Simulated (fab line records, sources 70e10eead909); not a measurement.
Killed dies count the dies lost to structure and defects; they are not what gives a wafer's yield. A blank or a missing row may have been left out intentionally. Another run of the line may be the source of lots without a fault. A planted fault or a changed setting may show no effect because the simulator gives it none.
fab line records    flow nand-harc
record: lots: 13  wafers: 39  last-day: 32
route steps=1302 shown A_M0@1166 A_M1@1184 END@1302
lots with no fault: from the same line, run without faults
start-h: start of the lot's first displayed wafer, in hours after the record's first day    wait-h: how many hours have passed since the lot's step before this one    " as in the row above    L1.1+2: one row covering several wafers at once    - value missing, or start not given    * or withheld: withheld    < > ~ a bound
route shown NAME@n: a module of which the file shows steps, and the number in the route of the first    usual: the fault-free wafers' mean and standard deviation    same: alike in all rows    chamber/n: place in a boat    sites: readings site by site    _std_site: the values' standard deviation    _edge_site: the outer-site mean with the inner-site mean subtracted    radius-mm: how far each site lies from the wafer's centre    mask NAME#n: copy n    behind: tool/chamber where the wafer was last shaped    hold: cause of the lot's hold/its duration in hours/its outcome    device: which transistor (n, p or np) failed to switch    end of line: at the end of the route, the tests of the same wafers    a step without rows: its recipe alone    killed: dies lost to structure and defects at the first sort, not the wafer's yield    map: a wafer's dies, x killed, . not, _ none there
set.NAME: the setting that was run; set.NAME@STEP: the one run at that earlier step    model.NAME: the simulator's own value behind a step, which no gauge read
the route's steps for a sample of lots (tables are steps, rows are wafers)
services: the hour from which a tool's chamber was out of use, counted from the record's first day as start-h (under 0 if before that day), plus the number of hours and why
== steps ==
step: NHARC_A_M0_INSPECT_27
usual: raw-defect-count: 513/130
lot.wafer  tool               chamber  start-h  wait-h  raw-defect-count
L733.1     defect-inspect-01  -        541.02   0.0     405
L733.3     "                  -        "        "       430
L733.4     "                  -        "        "       322
L732.4     defect-inspect-01  -        541.92   0.0     964
L732.5     "                  -        "        "       605
L732.6     "                  -        "        "       652
L734.3     defect-inspect-02  -        547.11   0.0     501
L734.5     "                  -        "        "       447
L734.6     "                  -        "        "       493
L731.1     defect-inspect-02  -        552.59   0.0     443
L731.5     "                  -        "        "       384
L731.6     "                  -        "        "       445
L735.1     defect-inspect-01  -        561.57   0.0     555
L735.4     "                  -        "        "       509
L735.5     "                  -        "        "       517
L737.1     defect-inspect-01  -        569.13   0.0     346
L737.5     "                  -        "        "       358
L737.6     "                  -        "        "       290
L739.1     defect-inspect-02  -        595.16   0.0     434
L739.3     "                  -        "        "       381
L739.6     "                  -        "        "       537
L748.2     defect-inspect-01  -        681.77   0.0     475
L748.3     "                  -        "        "       463
L748.4     "                  -        "        "       537
L749.1     defect-inspect-02  -        698.62   0.0     481
L749.3     "                  -        "        "       879
L749.6     "                  -        "        "       512
L750.4     defect-inspect-01  -        705.69   0.0     651
L750.5     "                  -        "        "       657
L750.6     "                  -        "        "       715
L751.1     defect-inspect-02  -        726.25   0.0     487
L751.2     "                  -        "        "       537
L751.4     "                  -        "        "       663
L752.1     defect-inspect-02  -        728.11   0.0     567
L752.3     "                  -        "        "       719
L752.4     "                  -        "        "       685
L753.1     defect-inspect-02  -        737.56   0.0     504
L753.3     "                  -        "        "       508
L753.5     "                  -        "        "       456
step: NHARC_A_M1_ETCH_15
recipe: target-depth-a: 1825  time-s: 91.2  c4f8-flow-sccm: withheld  ar-flow-sccm: 400  rf-w: 600  bias-w: 300  chemistry: C4F8/Ar
usual: oes-product-au: 0.957/0.018  rf-vpp-V: 441.6/2.9
same: time-s: 91.2
lot.wafer  tool         chamber  start-h  wait-h  oes-product-au  rf-hours-counter-h  rf-vpp-V
L733.1     rie-diel-10  0        -        -       0.963           3.0                 443.2
L733.3     "            1        "        "       0.949           2.9                 444.5
L733.4     "            3        "        "       0.970           3.1                 445.4
L732.4     rie-diel-01  0        -        -       0.928           8.9                 445.0
L732.5     "            1        "        "       0.911           -                   441.8
L732.6     "            2        "        "       0.918           -                   440.2
L734.3     rie-diel-01  0        -        -       0.982           9.2                 444.6
L734.6     "            0        "        "       0.978           -                   443.6
L734.5     "            1        "        "       0.964           -                   440.9
L731.1     rie-diel-04  0        -        -       0.970           1.3                 437.2
L731.5     "            3        "        "       0.950           -                   441.3
L731.6     "            2        "        "       0.947           -                   441.7
L735.4     rie-diel-04  0        -        -       0.976           1.6                 436.9
L735.1     "            2        "        "       0.942           1.7                 442.9
L735.5     "            1        "        "       0.978           -                   445.7
L737.1     rie-diel-10  2        -        -       0.968           3.6                 441.5
L737.6     "            1        "        "       0.976           -                   444.0
L737.5     "            2        "        "       0.964           -                   441.9
L739.1     rie-diel-01  0        -        -       0.961           1.9                 443.5
L739.3     "            3        "        "       0.946           0.8                 437.0
L739.6     "            1        "        "       0.942           -                   439.5
L748.4     rie-diel-04  3        -        -       0.954           8.5                 441.0
L748.2     "            0        "        "       0.977           8.0                 437.0
L748.3     "            1        "        "       0.973           6.0                 442.7
L749.3     rie-diel-10  0        -        -       0.944           2.5                 443.2
L749.1     "            1        "        "       0.919           2.8                 444.8
L749.6     "            1        "        "       0.916           -                   446.0
L750.4     rie-diel-01  2        -        -       0.950           7.2                 441.2
L750.5     "            3        "        "       0.983           -                   437.5
L750.6     "            0        "        "       0.967           -                   443.9
L751.2     rie-diel-04  1        -        -       0.970           0.7                 443.6
L751.1     "            2        "        "       0.964           0.4                 443.0
L751.4     "            3        "        "       0.984           0.5                 440.9
L752.3     rie-diel-04  3        -        -       0.952           0.6                 440.5
L752.4     "            1        "        "       0.987           0.7                 445.1
L752.1     "            2        "        "       0.968           0.4                 441.7
L753.3     rie-diel-10  0        -        -       0.968           3.6                 442.9
L753.1     "            1        "        "       0.970           3.8                 445.3
L753.5     "            3        "        "       0.940           -                   445.7
step: NHARC_A_M1_PVD_21
recipe: target-thk-a: 300  chamber-pressure-pa: 5  power-w: 5000  substrate-temp-c: 30  time-s: 20.49  material: Cu
usual: substrate-temp-c: 30.01/0.11  throttle-valve-pct: 30.0/0.77  time-s: 20.49/0
lot.wafer  tool            chamber  start-h  wait-h  substrate-temp-c  throttle-valve-pct  time-s
L733.1     pvd-sputter-02  -        543.92   -       29.95             30.6                20.49
L733.3     "               -        "        "       30.05             30.0                20.49
L733.4     "               -        "        "       30.08             30.4                20.49
L732.4     pvd-sputter-03  -        544.64   -       30.04             30.7                20.49
L732.5     "               -        "        "       30.01             29.4                20.49
L732.6     "               -        "        "       30.09             29.3                20.49
L734.3     pvd-sputter-03  -        550.01   -       30.02             29.5                20.49
L734.6     "               -        "        "       29.97             30.9                20.49
L734.5     "               -        "        "       30.13             31.0                20.49
L731.1     pvd-sputter-02  -        555.34   -       29.96             28.7                20.49
L731.5     "               -        "        "       30.17             28.6                20.49
L731.6     "               -        "        "       29.85             30.3                20.49
L735.1     pvd-sputter-01  -        564.39   -       29.89             28.7                20.49
L735.4     "               -        "        "       29.87             31.3                20.49
L735.5     "               -        "        "       30.05             30.2                20.49
L737.1     pvd-sputter-02  -        571.87   -       29.78             30.3                20.49
L737.6     "               -        "        "       30.12             30.1                20.49
L737.5     "               -        "        "       30.08             30.0                20.49
L739.3     pvd-sputter-03  -        597.91   -       30.22             29.4                20.49
L739.1     "               -        "        "       29.87             30.9                20.49
L739.6     "               -        "        "       29.99             29.7                20.49
L748.4     pvd-sputter-02  -        684.66   -       29.91             29.5                31.19
L748.3     "               -        "        "       30.15             30.0                31.19
L748.2     "               -        "        "       30.13             30.6                31.19
L749.3     pvd-sputter-02  -        701.60   -       30.11             30.6                31.19
L749.1     "               -        "        "       29.84             30.1                31.19
L749.6     "               -        "        "       30.05             29.9                31.19
L750.4     pvd-sputter-03  -        708.54   -       30.08             31.1                20.49
L750.5     "               -        "        "       30.00             30.8                20.49
L750.6     "               -        "        "       29.97             29.6                20.49
L751.2     pvd-sputter-03  -        729.08   -       30.14             31.0                20.49
L751.1     "               -        "        "       30.04             29.2                20.49
L751.4     "               -        "        "       29.78             29.5                20.49
L752.4     pvd-sputter-01  -        730.78   -       30.04             30.0                20.49
L752.3     "               -        "        "       30.11             28.9                20.49
L752.1     "               -        "        "       29.92             30.4                20.49
L753.1     pvd-sputter-01  -        741.21   -       29.97             30.4                20.49
L753.3     "               -        "        "       30.09             31.2                20.49
L753.5     "               -        "        "       30.11             29.9                20.49
step: NHARC_A_M1_DEP_33
recipe: target-thk-a: 300  temp-c: 370  target-thk-nm: 30  pressure-torr: 3  flow-sccm: 200  rf-w: 450  material: SiCN
usual: heater-power-w: 575/63
lot.wafer  tool      chamber  start-h  wait-h  heater-power-w
L733.3     pecvd-03  0        545.39   0.1     576
L733.1     "         2        "        "       651
L733.4     "         1        "        "       725
L732.5     pecvd-04  2        546.26   0.2     660
L732.6     "         0        "        "       550
L732.4     "         1        "        "       538
L734.3     pecvd-04  1        551.54   0.1     526
L734.5     "         0        "        "       616
L734.6     "         1        "        "       505
L731.1     pecvd-02  2        556.92   0.1     489
L731.6     "         1        "        "       525
L731.5     "         2        "        "       488
L735.1     pecvd-03  1        565.94   0.1     662
L735.4     "         0        "        "       598
L735.5     "         1        "        "       671
L737.1     pecvd-03  0        573.41   0.1     538
L737.5     "         1        "        "       570
L737.6     "         0        "        "       548
L739.3     pecvd-04  1        599.49   0.1     549
L739.1     "         2        "        "       671
L739.6     "         1        "        "       553
L748.2     pecvd-03  0        686.16   0.1     602
L748.3     "         2        "        "       581
L748.4     "         1        "        "       598
L749.3     pecvd-04  2        703.13   0.1     581
L749.1     "         0        "        "       574
L749.6     "         0        "        "       562
L750.5     pecvd-03  0        710.15   0.2     524
L750.6     "         1        "        "       656
L750.4     "         2        "        "       571
L751.1     pecvd-02  0        730.63   0.1     588
L751.2     "         1        "        "       545
L751.4     "         1        "        "       533
L752.1     pecvd-02  1        732.30   0.1     467
L752.3     "         2        "        "       447
L752.4     "         0        "        "       519
L753.1     pecvd-03  1        742.70   0.1     774
L753.3     "         2        "        "       584
L753.5     "         0        "        "       557
step: NHARC_END_SORT_01
recipe: temp-c: 25
usual: defect-limited-yield: 90.7/2.9  killed-at-array: 58/20  killed-at-other: 1.0/1.2  killed-at-periphery: 4.1/3  killed-dies: 63/20  killed-open: 3.2/1.7  killed-short: 2.5/1.5
same: gross-dies: 677
lot.wafer  tool       chamber  start-h  wait-h  defect-limited-yield[%]  killed-at-array  killed-at-other  killed-at-periphery  killed-dies  killed-open  killed-short
L734.3     prober-01  0        589.14   3.1     88.9                     64               3                8                    75           2            3
L734.5     prober-01  0        590.75   3.7     93.1                     41               0                6                    47           6            4
L734.6     prober-01  0        591.55   4.0     91.6                     51               1                5                    57           2            3
L731.1     prober-02  0        591.29   2.5     91.4                     56               1                1                    58           1            3
L731.5     prober-02  0        594.46   3.7     89.5                     67               2                2                    71           4            1
L731.6     prober-02  0        595.25   4.0     90.0                     65               0                3                    68           0            1
L737.1     prober-02  0        605.02   2.5     95.3                     29               2                1                    32           1            4
L737.5     prober-02  0        608.20   3.7     95.4                     28               1                2                    31           4            4
L737.6     prober-02  0        608.99   4.0     95.7                     21               1                7                    29           9            2
L739.1     prober-01  0        632.55   2.5     87.6                     82               0                2                    84           6            4
L739.3     prober-01  0        634.16   3.1     87.9                     76               0                6                    82           5            5
L739.6     prober-01  0        636.57   4.0     87.4                     84               0                1                    85           1            3
L748.2     prober-01  0        719.41   2.8     87.7                     81               0                2                    83           4            5
L748.3     prober-01  0        720.22   3.1     84.6                     99               2                3                    104          2            6
L748.4     prober-01  0        721.03   3.4     85.4                     99               0                0                    99           2            3
killed by level:class
L734.3 A_CHANNEL_HOLE_D1:chamber-film-flake=29 A_CHANNEL_HOLE_D2:chamber-film-flake=25 P_M1:chamber-film-flake=4 A_CONTACT:chamber-film-flake=4 THIN_TSV:chamber-film-flake=3 P_STI:chamber-film-flake=2 P_M0:geometric-particle:short=1 A_SOURCE_PLATE:geometric-particle:short=1
L734.5 A_CHANNEL_HOLE_D2:chamber-film-flake=14 A_CHANNEL_HOLE_D1:chamber-film-flake=13 A_DECK1_JOINT:chamber-film-flake=3 A_CHANNEL_FILL_D2:geometric-particle:open=2 A_CONTACT:chamber-film-flake=2 P_GATE:geometric-particle:open=1 P_CONTACT:geometric-particle:open=1 P_M0:geometric-particle:open=1
L731.1 A_SLIT:chamber-film-flake=25 A_CHANNEL_HOLE_D1:chamber-film-flake=19 A_CHANNEL_HOLE_D2:chamber-film-flake=5 A_CONTACT:chamber-film-flake=2 A_ONON_D1:geometric-particle:short=1 A_CHANNEL_HOLE_D1:geometric-particle:short=1 A_CHANNEL_FILL_D2:geometric-particle:short=1 P_STI:chamber-film-flake=1
L734.6 A_CHANNEL_HOLE_D2:chamber-film-flake=22 A_CHANNEL_HOLE_D1:chamber-film-flake=16 A_CONTACT:chamber-film-flake=4 P_M1:chamber-film-flake=3 A_WL_FILL:chamber-film-flake=2 P_GATE:geometric-particle:open=1 A_CHANNEL_HOLE_D1:geometric-particle:short=1 A_ONON_D2:geometric-particle:short=1
L731.5 A_CHANNEL_HOLE_D1:chamber-film-flake=26 A_SLIT:chamber-film-flake=24 A_CHANNEL_HOLE_D2:chamber-film-flake=9 A_CONTACT:chamber-film-flake=3 THIN_TSV:chamber-film-flake=2 P_M0:geometric-particle:open=1 A_CHANNEL_HOLE_D1:geometric-particle:open=1 A_CHANNEL_FILL_D1:geometric-particle:open=1
L731.6 A_SLIT:chamber-film-flake=26 A_CHANNEL_HOLE_D1:chamber-film-flake=21 A_CHANNEL_HOLE_D2:chamber-film-flake=15 P_STI:chamber-film-flake=2 A_WL_FILL:geometric-particle:short=1 P_GATE:chamber-film-flake=1 A_STAIRCASE:chamber-film-flake=1 A_SGD_CUT:chamber-film-flake=1
L737.1 A_CHANNEL_HOLE_D2:chamber-film-flake=12 A_CONTACT:chamber-film-flake=9 A_CHANNEL_HOLE_D1:chamber-film-flake=3 THIN_TSV:chamber-film-flake=2 A_ONON_D2:geometric-particle:short=1 A_WL_FILL:geometric-particle:short=1 A_M0:geometric-particle:open=1 A_M0:geometric-particle:short=1
L737.5 A_CHANNEL_HOLE_D2:chamber-film-flake=9 A_CONTACT:chamber-film-flake=7 A_CHANNEL_HOLE_D1:chamber-film-flake=2 P_M0:geometric-particle:open=1 A_DECK1_JOINT:geometric-particle:short=1 A_CHANNEL_FILL_D2:geometric-particle:open=1 A_CHANNEL_FILL_D2:geometric-particle:short=1 A_SGD_CUT:geometric-particle:short=1
L737.6 A_CHANNEL_HOLE_D2:chamber-film-flake=9 P_CONTACT:geometric-particle:open=3 A_CHANNEL_HOLE_D1:chamber-film-flake=3 P_M0:geometric-particle:open=2 A_M0:geometric-particle:open=2 A_CONTACT:chamber-film-flake=2 A_CHANNEL_FILL_D1:geometric-particle:short=1 A_ONON_D2:geometric-particle:open=1
L739.1 A_SLIT:chamber-film-flake=36 A_CHANNEL_HOLE_D2:chamber-film-flake=23 A_M0:geometric-particle:open=2 A_CHANNEL_FILL_D1:chamber-film-flake=2 A_STAIRCASE:chamber-film-flake=2 A_CHANNEL_FILL_D2:chamber-film-flake=2 A_WL_FILL:chamber-film-flake=2 A_CONTACT:chamber-film-flake=2
L739.3 A_SLIT:chamber-film-flake=29 A_CHANNEL_HOLE_D2:chamber-film-flake=28 A_CHANNEL_HOLE_D1:chamber-film-flake=3 A_BONDPAD:chamber-film-flake=3 A_ONON_D1:geometric-particle:open=2 A_CHANNEL_FILL_D2:geometric-particle:short=2 P_STI:chamber-film-flake=2 A_STAIRCASE:chamber-film-flake=2
L739.6 A_SLIT:chamber-film-flake=32 A_CHANNEL_HOLE_D2:chamber-film-flake=31 A_CHANNEL_HOLE_D1:chamber-film-flake=3 A_CHANNEL_FILL_D1:chamber-film-flake=3 A_STAIRCASE:chamber-film-flake=3 A_CONTACT:chamber-film-flake=3 A_CHANNEL_FILL_D2:chamber-film-flake=2 A_ONON_D2:geometric-particle:short=1
L748.2 A_SLIT:chamber-film-flake=23 A_CHANNEL_HOLE_D1:chamber-film-flake=21 A_CHANNEL_HOLE_D2:chamber-film-flake=19 A_CHANNEL_FILL_D2:chamber-film-flake=4 A_STAIRCASE:chamber-film-flake=3 A_CONTACT:chamber-film-flake=3 A_WL_FILL:geometric-particle:short=2 P_M0:geometric-particle:open=1
L748.3 A_SLIT:chamber-film-flake=33 A_CHANNEL_HOLE_D1:chamber-film-flake=30 A_CHANNEL_HOLE_D2:chamber-film-flake=22 A_CHANNEL_FILL_D1:geometric-particle:short=3 A_CONTACT:chamber-film-flake=3 A_BLC:geometric-particle:open=2 P_M1:chamber-film-flake=2 A_CHANNEL_FILL_D2:chamber-film-flake=2
L748.4 A_SLIT:chamber-film-flake=44 A_CHANNEL_HOLE_D2:chamber-film-flake=23 A_CHANNEL_HOLE_D1:chamber-film-flake=19 A_CONTACT:chamber-film-flake=5 A_CHANNEL_FILL_D2:chamber-film-flake=2 A_ONON_D1:geometric-particle:short=1 A_ONON_D1:geometric-particle:open=1 A_CHANNEL_FILL_D1:geometric-particle:open=1
== services ==
tool            chamber  start-h  hours  kind
rie-diel-04     1        528.26   32.6   repair
rie-diel-04     -        532.42   9.0    pm
pvd-sputter-03  -        533.81   10.0   pm
pecvd-03        -        547.16   13.0   pm
rie-diel-04     3        556.05   2.6    repair
rie-diel-01     -        557.97   9.0    pm
pvd-sputter-03  -        558.79   1.7    repair
rie-diel-01     3        570.01   14.0   repair
rie-diel-10     -        586.59   0.7    repair
rie-diel-10     1        594.11   4.1    repair
rie-diel-10     -        596.50   9.0    pm
pvd-sputter-03  -        599.04   1.9    repair
pecvd-04        -        631.00   13.0   pm
pvd-sputter-02  -        638.00   10.0   pm
rie-diel-01     0        642.22   7.1    repair
rie-diel-10     -        643.93   4.7    repair
pvd-sputter-03  -        656.29   9.2    repair
pecvd-03        1        697.70   5.4    repair
rie-diel-04     -        709.42   9.0    pm
pvd-sputter-03  -        711.81   10.0   pm
pvd-sputter-02  -        725.26   8.4    repair
pecvd-03        -        728.18   13.0   pm
pvd-sputter-03  -        731.03   3.7    repair
pvd-sputter-03  -        740.45   4.4    repair
== key ==
first-sign: step: NHARC_A_M1_PVD_21  reading: time-s  direction: up  sigmas: 99+  usual: *  struck: *
effect none on later readings
met-at NHARC_A_M1_PVD_21
struck-lots L748,L749
not-acting-at NHARC_A_M0_INSPECT_27,NHARC_A_M1_ETCH_15,NHARC_A_M1_DEP_33
onset-between 571.87 684.66
fault: kind: process-parameter-drift  tool: pvd-sputter-02  chamber: -  onset-h: 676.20  steps: NHARC_A_M1_PVD_21  channel: time-s  offset: *  shape: step  end-h: 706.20  acts-in: *  stated: *
